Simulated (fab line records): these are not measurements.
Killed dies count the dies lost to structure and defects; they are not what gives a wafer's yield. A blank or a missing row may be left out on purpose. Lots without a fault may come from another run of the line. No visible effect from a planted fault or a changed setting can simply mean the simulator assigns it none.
Chamber matching | flow nandHarc | 3 sister chambers for NHARC_A_STAIRCASE_DEP_156 on pecvd-01
The step deposits SiNx, target thk 50 nm. 3 wafers are shown with their chamber, then 8 later ones without.

WAFERS PAIRED WITH THEIR CHAMBERS
wafer  | chamber | heaterPowerW (W)
L137.1 | 2       | 771
L137.3 | 0       | 702
L139.1 | 1       | 589

WAFERS WITH NO CHAMBER GIVEN
wafer  | heaterPowerW (W)
L139.2 | 691
L139.6 | 835
L140.2 | 859
L140.4 | 872
L140.5 | 752
L141.1 | 812
L141.3 | 757
L141.6 | 813

EACH ONE'S CHAMBER
wafer  | from the rows above          | in truth
L139.2 | can't be placed: 0 or 2 or 1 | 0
L139.6 | can't be placed: 2 or 0      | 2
L140.2 | can't be placed: 2 or 0      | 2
L140.4 | can't be placed: 2 or 0      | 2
L140.5 | can't be placed: 2 or 0      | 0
L141.1 | can't be placed: 2 or 0      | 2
L141.3 | can't be placed: 2 or 0      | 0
L141.6 | can't be placed: 2 or 0      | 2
Correct placement for 0 of the 8. From these rows, 8 cannot be placed; in 8 the true chamber is one of the candidates. Wrongly placed: 0.
How it was worked out, from the rows above alone: a wafer's distance from a chamber is the root of the sum, over the readings, of the square of ((its reading less the chamber's mean) divided by the reading's scatter). The wafer belongs to the nearest chamber; if the next one is less than 2 further off, it can't be placed. A chamber's mean is the mean of its shown wafers. The scatter: root of mean squared gap, hidden wafer to nearest shown wafer, with one shown wafer a chamber.
